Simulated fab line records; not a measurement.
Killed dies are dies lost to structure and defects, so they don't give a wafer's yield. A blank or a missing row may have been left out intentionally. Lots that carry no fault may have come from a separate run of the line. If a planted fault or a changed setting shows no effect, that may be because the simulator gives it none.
fab line records	flow n5-finfet
record lots=13	wafers=35	last-day=17
route steps=1938 shown SDB@357 DUMMY_REMOVAL@382 PASSIVATION@1936
lots with no fault: from the same line, run without faults
start-h: hours from the record's opening day to when the first of the lot's shown wafers began	wait-h: hours since the lot's step before	" as in the row above	L1.1+2: a row that stands for several wafers	- no value, or no start given	* or withheld: withheld	< > ~ a bound
route shown NAME@n: NAME is a module with steps in the file, n the number in the route of the first one	usual: mean/standard deviation of fault-free wafers	same: alike in all rows	chamber/n: place in a boat	sites: the reading at each site	_std_site: the standard deviation of these	_edge_site: mean of outer sites minus mean of inner sites	radius-mm: how far each site lies from the wafer's centre	mask NAME#n: copy n	behind: the tool/chamber that last shaped the wafer	hold: why the lot went on hold/how many hours it stayed there/how the hold came to an end	device: names the non-switching transistor (n, p or np)	end of line: the same wafers' tests at the end of the route	for a step that has no rows: nothing shown but its recipe	killed: at the first sort, the dies lost to defects and structure; wafer yield is something else	map: the dies of a wafer, with x for killed, . for not killed, _ for no die there
set.NAME: setting as actually run; set.NAME@STEP: the setting as run at that earlier step	model.NAME: the simulator's own value behind a step, which no gauge read
the route's steps for a sample of lots (tables are steps, rows are wafers)
services: the hour from which a tool's chamber was out of use, counted from the record's first day as start-h (under 0 if before that day), plus the number of hours and why
## steps
# step N5_SDB_OVL_MEAS_12
# recipe points-per-wafer=44
# usual SDB_OVL=-0.4/0.69
lot.wafer	tool	chamber	start-h	wait-h	SDB_OVL[nm]
L318.3	overlay-01	0	66.65	0.0	-0.3
L318.4	"	0	"	"	-0.7
L318.5	"	0	"	"	-0.6
L319.2	overlay-01	0	70.73	0.0	-1.3
L319.4	"	0	"	"	-0.2
L319.6	"	0	"	"	-1.2
L320.2	overlay-01	0	80.94	0.0	-0.3
L320.5	"	0	"	"	0.2
L320.6	"	0	"	"	0.3
L321.1	overlay-01	0	81.83	0.0	-0.1
L321.2	"	0	"	"	-1.7
L321.5	"	0	"	"	-0.1
L322.1	overlay-02	0	90.06	0.0	0.4
L322.2	"	0	"	"	-0.6
L322.6	"	0	"	"	-0.4
L323.4	overlay-01	0	94.39	0.0	0.5
L323.5	"	0	"	"	-0.3
L324.1	overlay-02	0	99.62	0.0	-1.2
L324.3	"	0	"	"	0.0
L324.5	"	0	"	"	-0.1
L325.2	overlay-01	0	107.95	0.0	-0.2
L325.4	"	0	"	"	0.4
L325.6	"	0	"	"	-0.3
L329.1	overlay-01	0	130.46	0.0	-0.8
L329.6	"	0	"	"	-1.0
L330.2	overlay-02	0	141.52	0.0	-0.9
L330.5	"	0	"	"	-0.3
L331.4	overlay-02	0	145.03	0.0	-0.3
L331.5	"	0	"	"	-1.1
L340.3	overlay-02	0	200.03	0.0	-0.2
L340.5	"	0	"	"	-0.1
L340.6	"	0	"	"	0.6
L341.1	overlay-02	0	202.92	0.0	-1.0
L341.2	"	0	"	"	0.9
L341.6	"	0	"	"	-1.0
# step N5_SDB_STRIP_21
# recipe chemistry=CF4	resist=SiARC	power-w=300	bias-power-w=75	pressure-mtorr=50	cf4-flow-sccm=150	rf-frequency-hz=6e+07
# usual cf4-flow-sccm=150.1/0.59	drypump-motor-current-A=5.3/0.52	oes-product-au=0.73/0.073	rf-vpp-V=270.9/1.6	showerhead-plenum-p-Torr=1.78/0.061	throttle-valve-pct=13.64/0.25
lot.wafer	tool	chamber	start-h	wait-h	cf4-flow-sccm	drypump-motor-current-A	oes-product-au	rf-hours-counter-h	rf-vpp-V	showerhead-plenum-p-Torr	throttle-valve-pct
L318.3	rie-diel-01	3	66.92	0.0	149.5	4.8	0.70	209	270.5	1.78	13.53
L318.4	"	0	"	"	150.1	4.9	0.68	229	269.3	1.79	13.85
L318.5	"	2	"	"	150.4	6.3	0.70	-	271.1	1.76	13.70
L319.2	rie-diel-01	3	70.99	0.0	150.1	4.9	0.69	212	269.4	1.78	13.52
L319.4	"	1	"	"	150.3	4.7	0.75	163	272.9	1.85	13.62
L319.6	"	0	"	"	149.8	4.9	0.69	-	270.6	1.79	13.85
L320.2	rie-diel-04	0	81.31	0.0	151.1	5.5	0.71	215	270.1	1.78	14.01
L320.5	"	3	"	"	150.3	4.9	0.73	-	271.6	1.88	13.85
L320.6	"	2	"	"	149.8	5.3	0.73	-	269.4	1.73	13.36
L321.1	rie-diel-01	1	82.19	0.0	149.8	4.7	0.74	168	272.1	1.85	13.64
L321.2	"	2	"	"	150.0	6.3	0.69	215	270.1	1.76	13.72
L321.5	"	1	"	"	150.0	4.7	0.75	-	272.2	1.85	13.63
L322.1	rie-diel-01	3	90.78	0.0	150.5	4.9	0.69	219	271.5	1.77	13.55
L322.2	"	2	"	"	150.5	6.3	0.69	217	271.2	1.76	13.73
L322.6	"	1	"	"	154.8	4.7	0.74	-	273.3	1.85	13.66
L323.4	rie-diel-05	3	94.66	0.0	150.2	4.9	0.75	154	269.9	1.70	13.54
L323.5	"	1	"	"	150.4	6.4	0.78	-	269.1	1.74	13.58
L324.1	rie-diel-04	3	99.89	0.0	150.4	4.8	0.73	169	274.4	1.88	13.88
L324.3	"	1	"	"	149.7	5.4	0.68	227	269.8	1.69	13.66
L324.5	"	0	"	"	150.4	5.5	0.70	-	270.5	1.78	14.02
L325.2	rie-diel-04	0	108.22	0.0	150.3	5.4	0.71	224	271.9	1.78	14.03
L325.4	"	1	"	"	150.2	5.3	0.68	230	270.6	1.69	13.67
L325.6	"	1	"	"	150.6	5.3	0.68	-	268.7	1.69	13.66
L329.1	rie-diel-04	2	131.16	0.0	149.9	5.3	0.72	173	270.4	1.73	13.41
L329.6	"	3	"	"	150.4	4.9	0.72	-	274.0	1.87	13.89
L330.2	rie-diel-01	2	141.78	0.0	149.7	6.3	0.68	227	271.7	1.75	13.75
L330.5	"	1	"	"	150.4	4.7	0.73	-	274.3	1.85	13.67
L331.4	rie-diel-04	3	145.29	0.0	149.5	4.9	0.71	187	272.6	1.87	13.91
L331.5	"	0	"	"	150.2	5.5	0.69	-	269.8	1.78	14.07
L340.3	rie-diel-04	2	200.30	0.0	149.7	5.3	0.70	203	268.7	1.72	13.46
L340.5	"	2	"	"	149.7	5.3	0.70	-	268.9	1.72	13.46
L340.6	"	1	"	"	149.5	5.3	0.91	-	275.1	1.89	13.19
L341.1	rie-diel-01	0	203.19	0.0	149.1	4.9	0.91	19	270.7	1.78	13.42
L341.2	"	2	"	"	149.9	6.3	0.66	251	270.2	1.75	13.78
L341.6	"	1	"	"	150.0	4.7	0.71	-	272.5	1.84	13.73
# step N5_SDB_ALD_29
# recipe material=SiNx	target-thk-a=300	temp-c=400	ald-precursor-family=SiH2I2	ald-co-reactant=N2/H2-plasma	pulse-time-s=1	ald-cycles=600	purge-time-s=2	co-reactant-purge-time-s=2	pressure-torr=2
# usual heater-power-w=806/59	precursor-pulse-height-rel=1.000/0.019
lot.wafer	tool	chamber	start-h	wait-h	heater-power-w	precursor-pulse-height-rel
L318.3	ald-sin-03	1	67.78	0.0	859	1.022
L318.4	"	0	"	"	877	0.983
L318.5	"	2	69.13	1.4	788	1.017
L319.2	ald-sin-02	0	71.58	0.0	738	0.981
L319.4	"	2	72.93	1.4	859	0.992
L319.6	"	3	"	"	690	1.025
L320.2	ald-sin-03	2	81.90	0.0	792	1.004
L320.5	"	0	83.25	1.4	843	0.997
L320.6	"	3	"	"	858	1.000
L321.1	ald-sin-02	3	82.86	0.1	708	0.992
L321.2	"	0	"	"	723	1.011
L321.5	"	1	84.21	1.5	819	0.965
L322.1	ald-sin-03	2	91.96	0.0	782	1.020
L322.2	"	1	"	"	844	1.028
L322.6	"	3	93.31	1.4	806	0.998
L323.4	ald-sin-03	3	95.24	0.0	813	1.002
L323.5	"	1	96.60	1.4	851	0.998
L324.1	ald-sin-02	2	100.94	0.0	871	1.016
L324.3	"	1	"	"	801	1.025
L324.5	"	3	102.29	1.4	680	0.982
L325.2	ald-sin-03	1	108.91	0.0	846	1.006
L325.4	"	0	"	"	857	0.976
L325.6	"	0	110.27	1.4	875	1.003
L329.1	ald-sin-04	2	132.19	0.0	893	1.005
L329.6	"	0	133.54	1.4	812	1.015
L330.2	ald-sin-02	0	142.37	0.0	736	0.985
L330.5	"	3	143.72	1.4	702	0.993
L331.4	ald-sin-04	1	146.47	0.3	766	1.007
L331.5	"	2	147.82	1.7	903	0.977
L340.3	ald-sin-04	3	200.93	0.0	815	1.025
L340.5	"	0	202.29	1.4	811	1.008
L340.6	"	1	"	"	760	1.029
L341.1	ald-sin-02	0	203.77	0.0	741	1.006
L341.2	"	1	"	"	821	1.000
L341.6	"	3	205.12	1.4	713	1.004
# step N5_DUMMY_REMOVAL_PRECLEAN_08
# recipe chemistry=NF3:NH3	afs-cycles=2	temp-c=30	time-s=20	sublimation-temp-c=180	sublimation-time-s=60	pressure-torr=3	rf-power-w=30
# usual time-s=20/0
lot.wafer	tool	chamber	start-h	wait-h	time-s
L318.3	remote-plasma-02	1	71.26	0.1	20
L318.4	"	1	"	"	20
L318.5	"	1	"	"	20
L319.2	remote-plasma-01	0	74.93	0.1	20
L319.4	"	0	"	"	20
L319.6	"	0	"	"	20
L320.2	remote-plasma-02	1	85.25	0.1	20
L320.5	"	1	"	"	20
L320.6	"	1	"	"	20
L321.1	remote-plasma-01	1	86.18	0.0	20
L321.2	"	1	"	"	20
L321.5	"	1	"	"	20
L322.1	remote-plasma-01	1	95.28	0.0	20
L322.2	"	1	"	"	20
L322.6	"	1	"	"	20
L323.4	remote-plasma-01	0	98.65	0.1	20
L323.5	"	0	"	"	20
L324.1	remote-plasma-01	0	104.33	0.0	20
L324.3	"	0	"	"	20
L324.5	"	0	"	"	20
L325.2	remote-plasma-02	1	112.28	0.1	20
L325.4	"	1	"	"	20
L325.6	"	1	"	"	20
L329.1	remote-plasma-01	0	135.51	0.0	20
L329.6	"	0	"	"	20
L330.2	remote-plasma-02	0	145.72	0.1	20
L330.5	"	0	"	"	17.509
L331.4	remote-plasma-02	1	149.88	0.1	17.509
L331.5	"	1	"	"	17.509
L340.3	remote-plasma-01	0	204.55	0.3	20
L340.5	"	0	"	"	20
L340.6	"	0	"	"	20
L341.1	remote-plasma-02	0	207.18	0.0	20
L341.2	"	0	"	"	20
L341.6	"	0	"	"	20
# step N5_PASSIVATION_PROBE_49
# usual killed_at_M0_to_M3=35/11	killed_at_M4_up=13/5.7	killed-at-contacts=12/5.7	killed-at-front-end=40/11	killed-at-other=4/4.4	killed-dies=105/18	killed-open=68/14	killed-short=34/7.4
# same gross-dies=1180	killed-at-back-side=0
lot.wafer	tool	chamber	start-h	wait-h	killed_at_M0_to_M3	killed_at_M4_up	killed-at-contacts	killed-at-front-end	killed-at-other	killed-dies	killed-open	killed-short
L324.1	prober-01	-	291.32	0.0	39	10	14	20	12	95	57	37
L324.3	prober-01	-	291.42	0.1	31	26	16	45	6	124	84	39
L324.5	prober-01	-	291.52	0.2	37	21	18	37	7	120	85	29
L330.2	prober-01	-	327.53	0.1	43	11	12	50	1	117	76	41
L330.5	prober-01	-	327.68	0.2	31	15	12	29	1	88	65	14
L331.5	prober-02	-	346.06	0.5	40	21	14	23	4	102	63	34
# killed by level:class
L324.1 BEOL_M0_SAQP:geometric-particle:short=12 MOL_CONTACT_COAG:geometric-particle:open=11 BEOL_M0_SAQP:geometric-particle:open=9 BEOL_M1:geometric-particle:open=8 STI_FIN_REVEAL:geometric-particle:open=5 PASS1_CAP:geometric-particle:short=3 DUMMY_GATE:geometric-particle:open=3 MOL_CONTACT_COAG:geometric-particle:short=3
L324.3 DUMMY_GATE:geometric-particle:open=10 MOL_CONTACT_COAG:geometric-particle:open=10 BEOL_M4:geometric-particle:open=10 FIN_SAQP:geometric-particle:open=7 BEOL_M3:geometric-particle:open=7 BEOL_M8:geometric-particle:open=7 FIN_SAQP:geometric-particle:short=6 STARTING-WAFER:geometric-particle:open=6
L324.5 MOL_CONTACT_COAG:geometric-particle:open=16 BEOL_M3:geometric-particle:open=10 BEOL_M1:geometric-particle:open=9 BEOL_M4:geometric-particle:open=9 FIN_SAQP:geometric-particle:open=4 DUMMY_GATE:geometric-particle:open=4 BEOL_M0_SAQP:geometric-particle:short=4 STARTING-WAFER:geometric-particle:open=4
L330.2 FIN_SAQP:geometric-particle:open=12 BEOL_M1:geometric-particle:open=11 FIN_SAQP:geometric-particle:short=10 MOL_CONTACT_COAG:geometric-particle:open=10 BEOL_M0_SAQP:geometric-particle:open=8 BEOL_M0_SAQP:geometric-particle:short=8 BEOL_M4:geometric-particle:open=7 STI_FIN_REVEAL:geometric-particle:open=6
L330.5 BEOL_M1:geometric-particle:open=11 MOL_CONTACT_COAG:geometric-particle:open=10 FIN_SAQP:geometric-particle:open=8 BEOL_M0_SAQP:geometric-particle:open=7 BEOL_M3:geometric-particle:open=6 BEOL_M4:geometric-particle:open=6 FIN_CUT:area-etch=6 GATE_CUT:geometric-particle:short=4
L331.5 BEOL_M0_SAQP:geometric-particle:short=15 MOL_CONTACT_COAG:geometric-particle:open=12 BEOL_M0_SAQP:geometric-particle:open=10 BEOL_M3:geometric-particle:open=7 BEOL_M5:geometric-particle:open=6 FIN_SAQP:geometric-particle:open=5 DUMMY_GATE:geometric-particle:open=5 BEOL_M4:geometric-particle:open=5
## services
tool	chamber	start-h	hours	kind
ald-sin-02	1	69.29	7.8	repair
rie-diel-05	-	71.46	0.8	repair
ald-sin-04	-	85.70	14.0	pm
rie-diel-01	-	102.19	4.3	pm
rie-diel-01	2	107.31	5.2	repair
rie-diel-05	2	120.99	4.6	repair
ald-sin-03	0	126.03	3.6	repair
rie-diel-01	0	141.86	-	clean
rie-diel-01	0	141.86	-	consumable-replace:focus-ring
rie-diel-01	0	141.86	13.6	scheduled-down
rie-diel-01	0	141.86	13.6	vent-cycle
ald-sin-02	1	152.20	10.6	repair
rie-diel-04	1	152.74	6.5	repair
rie-diel-04	1	165.36	-	clean
rie-diel-04	1	165.36	-	consumable-replace:focus-ring
rie-diel-04	1	165.36	-	consumable-replace:showerhead
rie-diel-04	1	165.36	12.3	scheduled-down
rie-diel-04	1	165.36	12.3	vent-cycle
rie-diel-04	0	177.71	-	clean
ald-sin-03	1	186.99	105.9	repair
rie-diel-01	3	197.18	-	clean
rie-diel-01	3	197.18	-	consumable-replace:focus-ring
rie-diel-01	3	197.18	15.6	scheduled-down
rie-diel-01	3	197.18	15.6	vent-cycle
## key
first-sign step=N5_DUMMY_REMOVAL_PRECLEAN_08	reading=time-s	direction=down	sigmas=99+	usual=*	struck=*
effect none on later readings
met-at N5_DUMMY_REMOVAL_PRECLEAN_08
struck-lots L330,L331
struck-wafers L330.5,L331.4,L331.5
tester-left-out L330,L331
not-acting-at N5_SDB_OVL_MEAS_12,N5_SDB_STRIP_21,N5_SDB_ALD_29
onset-between 112.28 145.72
fault kind=process-parameter-drift	tool=remote-plasma-02	chamber=-	onset-h=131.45	steps=N5_DUMMY_REMOVAL_PRECLEAN_08	channel=time-s	offset=*	shape=step	end-h=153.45	scope=struck-wafers-only	acts-in=*	stated=*
# tester-left-out: of these lots the tester's yield and bins aren't shown, on N5 and GAA mostly nor the transistor test; their killed dies are dies lost to structure and defects alone, not to doping, threshold or leakage, so they don't give the yield
